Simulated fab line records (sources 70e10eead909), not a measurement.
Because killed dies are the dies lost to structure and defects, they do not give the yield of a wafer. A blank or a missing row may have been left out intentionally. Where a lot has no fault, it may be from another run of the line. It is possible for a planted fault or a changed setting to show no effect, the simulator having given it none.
Which of the tools did it? :: flow nand_harc :: 13 lots, 39 wafers sampled, at 5 steps of a route of 1302

## WHAT THE GAUGES READ, wafer by wafer
NHARC_THIN_TSV_CD_MEAS_37.
lot: L511
measured: day 24 14:44
on: cd_sem-02
cd_nm (nm): 5005 5003 4997

lot: L514
measured: day 25 04:17
on: cd_sem-02
cd_nm (nm): 4997 5003 4997

lot: L513
measured: day 25 05:09
on: cd_sem-01
cd_nm (nm): 4997 5002 4994

lot: L517
measured: day 26 23:26
on: cd_sem-01
cd_nm (nm): 4996 5001 4993

lot: L519
measured: day 27 15:22
on: cd_sem-02
cd_nm (nm): 4999 5002 5003

lot: L518
measured: day 27 16:56
on: cd_sem-02
cd_nm (nm): 4997 5002 5002

lot: L521
measured: day 27 19:04
on: cd_sem-02
cd_nm (nm): 4998 4996 5000

lot: L523
measured: day 28 15:38
on: cd_sem-01
cd_nm (nm): 5001 5006 5004

lot: L522
measured: day 28 17:07
on: cd_sem-01
cd_nm (nm): 4998 5002 5002

lot: L524
measured: day 29 03:31
on: cd_sem-02
cd_nm (nm): 5011 5001 5001

lot: L532
measured: day 32 21:39
on: cd_sem-02
cd_nm (nm): 4998 4999 4997

lot: L533
measured: day 33 05:34
on: cd_sem-03
cd_nm (nm): 4998 5001 4998

lot: L534
measured: day 34 02:50
on: cd_sem-03
cd_nm (nm): 4995 4994 5001

NHARC_END_SORT_01.
lot: L511
measured: day 24 21:08
on: prober-02
defect_limited_yield (%): 86.7 87.9 86.6
killed_at_array: 88 79 90
killed_at_other: 0 0 0
killed_at_periphery: 2 3 1
killed_dies: 90 82 91
killed_open: 5 1 3
killed_short: 3 3 1
sort_bin_2_pct (%): 5.3 4.9 4.1
sort_bin_3_pct (%): 0.9 0.9 0.6
sort_bin_4_pct (%): 7.1 6.4 8.7
sort_n_pass: 587 595 586
sort_rim_yield_pct (%): 98 90 96
sort_yield_pct (%): 86.7 87.9 86.6

lot: L514
measured: day 25 11:56
on: prober-02
defect_limited_yield (%): 86.1 85.8 88.0
killed_at_array: 91 89 78
killed_at_other: 1 0 0
killed_at_periphery: 2 7 3
killed_dies: 94 96 81
killed_open: 0 6 3
killed_short: 3 2 3
sort_bin_2_pct (%): 5.6 5.8 3.7
sort_bin_3_pct (%): 0.7 1.2 0.7
sort_bin_4_pct (%): 7.5 7.2 7.5
sort_n_pass: 583 581 596
sort_rim_yield_pct (%): 92 95 89
sort_yield_pct (%): 86.1 85.8 88.0

lot: L513
measured: day 25 12:46
on: prober-01
defect_limited_yield (%): 92.8 91.4 91.1
killed_at_array: 49 53 55
killed_at_other: 0 1 1
killed_at_periphery: 0 4 4
killed_dies: 49 58 60
killed_open: 2 2 5
killed_short: 3 1 0
sort_bin_2_pct (%): 2.2 2.4 3.2
sort_bin_3_pct (%): 0.9 0.7 0.9
sort_bin_4_pct (%): 4.1 5.5 4.7
sort_n_pass: 628 619 617
sort_rim_yield_pct (%): 93 98 93
sort_yield_pct (%): 92.8 91.4 91.1

lot: L517
measured: day 27 07:11
on: prober-01
defect_limited_yield (%): 91.6 91.7 91.4
killed_at_array: 52 54 55
killed_at_other: 2 1 0
killed_at_periphery: 3 1 3
killed_dies: 57 56 58
killed_open: 2 2 3
killed_short: 2 2 2
sort_bin_2_pct (%): 2.4 3.1 3.2
sort_bin_3_pct (%): 0.7 0.1 0.7
sort_bin_4_pct (%): 5.3 5.0 4.6
sort_n_pass: 620 621 619
sort_rim_yield_pct (%): 97 93 97
sort_yield_pct (%): 91.6 91.7 91.4

lot: L519
measured: day 27 22:20
on: prober-01
defect_limited_yield (%): 90.0 91.7 90.8
killed_at_array: 63 55 57
killed_at_other: 0 0 1
killed_at_periphery: 5 1 4
killed_dies: 68 56 62
killed_open: 5 4 2
killed_short: 3 1 2
sort_bin_2_pct (%): 3.5 2.5 4.3
sort_bin_3_pct (%): 0.3 0.1 0.3
sort_bin_4_pct (%): 6.2 5.6 4.6
sort_n_pass: 609 621 615
sort_rim_yield_pct (%): 98 92 91
sort_yield_pct (%): 90.0 91.7 90.8

lot: L518
measured: day 28 06:05
on: prober-01
defect_limited_yield (%): 92.2 92.6 92.3
killed_at_array: 52 49 50
killed_at_other: 0 0 1
killed_at_periphery: 1 1 1
killed_dies: 53 50 52
killed_open: 3 2 5
killed_short: 3 3 3
sort_bin_2_pct (%): 2.7 2.5 3.1
sort_bin_3_pct (%): 0.7 0.6 0.7
sort_bin_4_pct (%): 4.4 4.3 3.8
sort_n_pass: 624 627 625
sort_rim_yield_pct (%): 99 98 97
sort_yield_pct (%): 92.2 92.6 92.3

lot: L521
measured: day 28 06:55
on: prober-02
defect_limited_yield (%): 90.8 90.0 89.7
killed_at_array: 61 65 70
killed_at_other: 1 0 0
killed_at_periphery: 0 3 0
killed_dies: 62 68 70
killed_open: 4 4 4
killed_short: 1 4 2
sort_bin_2_pct (%): 3.7 3.5 3.2
sort_bin_3_pct (%): 0.4 0.3 0.4
sort_bin_4_pct (%): 5.0 6.2 6.6
sort_n_pass: 615 609 607
sort_rim_yield_pct (%): 99 94 92
sort_yield_pct (%): 90.8 90.0 89.7

lot: L523
measured: day 28 23:13
on: prober-02
defect_limited_yield (%): 95.9 94.8 0
killed_at_array: 24 26 18
killed_at_other: 1 5 654
killed_at_periphery: 3 4 5
killed_dies: 28 35 677
killed_open: 1 2 4
killed_short: 5 1 3
sort_bin_2_pct (%): 1.3 1.2 1.5
sort_bin_3_pct (%): 0.6 0.4 96.6
sort_bin_4_pct (%): 2.2 3.5 1.9
sort_n_pass: 649 642 0
sort_rim_yield_pct (%): 92 95 0
sort_yield_pct (%): 95.9 94.8 0

lot: L522
measured: day 28 23:13
on: prober-01
defect_limited_yield (%): 92.0 92.6 0
killed_at_array: 51 45 43
killed_at_other: 0 0 628
killed_at_periphery: 3 5 6
killed_dies: 54 50 677
killed_open: 7 0 1
killed_short: 1 2 3
sort_bin_2_pct (%): 1.9 3.5 2.2
sort_bin_3_pct (%): 0.6 0.7 93.4
sort_bin_4_pct (%): 5.5 3.1 4.4
sort_n_pass: 623 627 0
sort_rim_yield_pct (%): 98 99 0
sort_yield_pct (%): 92.0 92.6 0

lot: L524
measured: day 29 11:16
on: prober-01
defect_limited_yield (%): 91.1 91.9 92.2
killed_at_array: 49 42 45
killed_at_other: 0 0 0
killed_at_periphery: 11 13 8
killed_dies: 60 55 53
killed_open: 1 3 3
killed_short: 4 2 4
sort_bin_2_pct (%): 3.8 2.8 2.5
sort_bin_3_pct (%): 0.3 0.9 0.3
sort_bin_4_pct (%): 4.7 4.4 5.0
sort_n_pass: 617 622 624
sort_rim_yield_pct (%): 93 95 95
sort_yield_pct (%): 91.1 91.9 92.2

lot: L532
measured: day 33 06:00
on: prober-01
defect_limited_yield (%): 91.6 93.8 93.8
killed_at_array: 54 37 40
killed_at_other: 2 0 1
killed_at_periphery: 1 5 1
killed_dies: 57 42 42
killed_open: 3 7 4
killed_short: 4 3 1
sort_bin_2_pct (%): 3.1 2.4 2.2
sort_bin_3_pct (%): 0.1 0.4 0.4
sort_bin_4_pct (%): 5.2 3.4 3.5
sort_n_pass: 620 635 635
sort_rim_yield_pct (%): 97 92 97
sort_yield_pct (%): 91.6 93.8 93.8

lot: L533
measured: day 33 13:12
on: prober-02
defect_limited_yield (%): 91.6 95.3 90.8
killed_at_array: 51 28 54
killed_at_other: 2 0 3
killed_at_periphery: 4 4 5
killed_dies: 57 32 62
killed_open: 2 3 3
killed_short: 4 1 3
sort_bin_2_pct (%): 3.4 1.9 3.0
sort_bin_3_pct (%): 0.9 0.7 0.9
sort_bin_4_pct (%): 4.1 2.1 5.3
sort_n_pass: 620 645 615
sort_rim_yield_pct (%): 98 88 97
sort_yield_pct (%): 91.6 95.3 90.8

lot: L534
measured: day 34 14:29
on: prober-01
defect_limited_yield (%): 90.5 89.8 93.4
killed_at_array: 61 66 36
killed_at_other: 0 1 2
killed_at_periphery: 3 2 7
killed_dies: 64 69 45
killed_open: 4 7 8
killed_short: 3 4 2
sort_bin_2_pct (%): 3.2 3.7 2.7
sort_bin_3_pct (%): 0.9 0.7 0.6
sort_bin_4_pct (%): 5.3 5.8 3.4
sort_n_pass: 613 608 632
sort_rim_yield_pct (%): 89 88 89
sort_yield_pct (%): 90.5 89.8 93.4

## WHICH TOOL RAN EACH LOT (tool, then ch and the chambers of the sampled wafers, then the start)
lot: L511
NHARC_THIN_TSV_ETCHBACK_48: rie_diel-11 ch 1,2, day 24 09:38
NHARC_THIN_TSV_ANNEAL_52: rtp_anneal-01 ch 0, day 24 11:21
NHARC_THIN_TSV_PVD_24: pvd_sputter-02, day 24 12:27

lot: L514
NHARC_THIN_TSV_ETCHBACK_48: rie_diel-06 ch 1,2,3, day 24 22:47
NHARC_THIN_TSV_ANNEAL_52: rtp_anneal-01 ch 0, day 25 00:54
NHARC_THIN_TSV_PVD_24: pvd_sputter-01, day 25 02:00

lot: L513
NHARC_THIN_TSV_ETCHBACK_48: rie_diel-11 ch 0,2, day 24 23:55
NHARC_THIN_TSV_ANNEAL_52: rtp_anneal-01 ch 0, day 25 01:49
NHARC_THIN_TSV_PVD_24: pvd_sputter-03, day 25 02:52

lot: L517
NHARC_THIN_TSV_ETCHBACK_48: rie_diel-06 ch 0,1,2, day 26 18:23
NHARC_THIN_TSV_ANNEAL_52: rtp_anneal-02 ch 0, day 26 20:03
NHARC_THIN_TSV_PVD_24: pvd_sputter-01, day 26 21:09

lot: L519
NHARC_THIN_TSV_ETCHBACK_48: rie_diel-06 ch 0,1,3, day 27 10:16
NHARC_THIN_TSV_ANNEAL_52: rtp_anneal-01 ch 0, day 27 12:01
NHARC_THIN_TSV_PVD_24: pvd_sputter-03, day 27 13:10

lot: L518
NHARC_THIN_TSV_ETCHBACK_48: rie_diel-06 ch 0,1, day 27 11:47
NHARC_THIN_TSV_ANNEAL_52: rtp_anneal-02 ch 0, day 27 13:35
NHARC_THIN_TSV_PVD_24: pvd_sputter-03, day 27 14:38

lot: L521
NHARC_THIN_TSV_ETCHBACK_48: rie_diel-11 ch 1,2, day 27 14:04
NHARC_THIN_TSV_ANNEAL_52: rtp_anneal-02 ch 0, day 27 15:53
NHARC_THIN_TSV_PVD_24: pvd_sputter-01, day 27 16:53

lot: L523
NHARC_THIN_TSV_ETCHBACK_48: rie_diel-11 ch 0,1, day 28 10:40
NHARC_THIN_TSV_ANNEAL_52: rtp_anneal-02 ch 0, day 28 12:22
NHARC_THIN_TSV_PVD_24: pvd_sputter-01, day 28 13:32

lot: L522
NHARC_THIN_TSV_ETCHBACK_48: rie_diel-06 ch 0,1,2, day 28 12:14
NHARC_THIN_TSV_ANNEAL_52: rtp_anneal-01 ch 0, day 28 13:52
NHARC_THIN_TSV_PVD_24: pvd_sputter-01, day 28 14:58

lot: L524
NHARC_THIN_TSV_ETCHBACK_48: rie_diel-02 ch 0,1,3, day 28 22:26
NHARC_THIN_TSV_ANNEAL_52: rtp_anneal-02 ch 0, day 29 00:07
NHARC_THIN_TSV_PVD_24: pvd_sputter-03, day 29 01:20

lot: L532
NHARC_THIN_TSV_ETCHBACK_48: rie_diel-11 ch 0,1,3, day 32 16:37
NHARC_THIN_TSV_ANNEAL_52: rtp_anneal-02 ch 0, day 32 18:21
NHARC_THIN_TSV_PVD_24: pvd_sputter-03, day 32 19:28

lot: L533
NHARC_THIN_TSV_ETCHBACK_48: rie_diel-11 ch 0,2,3, day 33 00:28
NHARC_THIN_TSV_ANNEAL_52: rtp_anneal-02 ch 0, day 33 02:11
NHARC_THIN_TSV_PVD_24: pvd_sputter-01, day 33 03:20

lot: L534
NHARC_THIN_TSV_ETCHBACK_48: rie_diel-02 ch 0,1,2, day 33 21:51
NHARC_THIN_TSV_ANNEAL_52: rtp_anneal-02 ch 0, day 33 23:37
NHARC_THIN_TSV_PVD_24: pvd_sputter-01, day 34 00:43
- NHARC_THIN_TSV_ETCHBACK_48: etches the open film in C4F8/Ar, target depth 1028.5 nm, time 405.17 s.
- NHARC_THIN_TSV_ANNEAL_52: time 90 s.
- NHARC_THIN_TSV_PVD_24: deposits Al, target thk 800 nm.

## WHAT THE TOOLS THEMSELVES READ (means of the sampled wafers that have a number; where no wafer has one, the mark that the record gives instead)
NHARC_THIN_TSV_ETCHBACK_48.
lot: L511
tool: rie_diel-11
oes_product_au (a.u.): 0.915
rf_vpp_V (V): 545

lot: L514
tool: rie_diel-06
oes_product_au (a.u.): 0.928
rf_vpp_V (V): 545

lot: L513
tool: rie_diel-11
oes_product_au (a.u.): 0.928
rf_vpp_V (V): 549

lot: L517
tool: rie_diel-06
oes_product_au (a.u.): 0.909
rf_vpp_V (V): 547

lot: L519
tool: rie_diel-06
oes_product_au (a.u.): 0.910
rf_vpp_V (V): 546

lot: L518
tool: rie_diel-06
oes_product_au (a.u.): 0.914
rf_vpp_V (V): 547

lot: L521
tool: rie_diel-11
oes_product_au (a.u.): 0.964
rf_vpp_V (V): 545

lot: L523
tool: rie_diel-11
oes_product_au (a.u.): 0.959
rf_vpp_V (V): 548

lot: L522
tool: rie_diel-06
oes_product_au (a.u.): 0.916
rf_vpp_V (V): 547

lot: L524
tool: rie_diel-02
oes_product_au (a.u.): 0.949
rf_vpp_V (V): 542

lot: L532
tool: rie_diel-11
oes_product_au (a.u.): 0.925
rf_vpp_V (V): 549

lot: L533
tool: rie_diel-11
oes_product_au (a.u.): 0.928
rf_vpp_V (V): 549

lot: L534
tool: rie_diel-02
oes_product_au (a.u.): 0.925
rf_vpp_V (V): 545

NHARC_THIN_TSV_ANNEAL_52.
lot: L511
tool: rtp_anneal-01
wafer_temp_C_max: 225.60

lot: L514
tool: rtp_anneal-01
wafer_temp_C_max: 225.82

lot: L513
tool: rtp_anneal-01
wafer_temp_C_max: 225.55

lot: L517
tool: rtp_anneal-02
wafer_temp_C_max: 225.69

lot: L519
tool: rtp_anneal-01
wafer_temp_C_max: 225.47

lot: L518
tool: rtp_anneal-02
wafer_temp_C_max: 225.71

lot: L521
tool: rtp_anneal-02
wafer_temp_C_max: 225.79

lot: L523
tool: rtp_anneal-02
wafer_temp_C_max: 225.84

lot: L522
tool: rtp_anneal-01
wafer_temp_C_max: 225.38

lot: L524
tool: rtp_anneal-02
wafer_temp_C_max: 225.65

lot: L532
tool: rtp_anneal-02
wafer_temp_C_max: 226.02

lot: L533
tool: rtp_anneal-02
wafer_temp_C_max: 225.72

lot: L534
tool: rtp_anneal-02
wafer_temp_C_max: 225.96

## THE ANSWER, worked out from the rows above alone
Rule: usual is defined by the lots themselves. Put in order of their means at a reading, lots are off if they are a third of the lots or fewer, leave a main group of 4 or more, and stand apart from it by a gap of 3 or more times the standard deviation of the main group's means; of several such gaps the widest counts. If all means in a main group match to the digits the tables above print for the reading, that group is not used. A lot without any number at a reading at which 4 lots or more have one is off too. Where the step has rows for the other lots, those lots are counted as sound. After the gauges, taken in route order, come the tools' own readings; for these a lot's mean is taken, as printed above. At the first step where some lot is off, the reading lying furthest off is the one used; lots without a number count as furthest.
Off at NHARC_END_SORT_01 (killed_at_other): L523, L522. Mean 0.6 and standard deviation 0.49 in the main group.
A tool fits if, at a process step before that reading, it ran every lot that is off, and no sound lot after the first of them. The gauges at NHARC_END_SORT_01 are tried like those tools. No candidate that was tried fits.

## WHAT HAD BEEN PUT IN BY THE SIMULATOR
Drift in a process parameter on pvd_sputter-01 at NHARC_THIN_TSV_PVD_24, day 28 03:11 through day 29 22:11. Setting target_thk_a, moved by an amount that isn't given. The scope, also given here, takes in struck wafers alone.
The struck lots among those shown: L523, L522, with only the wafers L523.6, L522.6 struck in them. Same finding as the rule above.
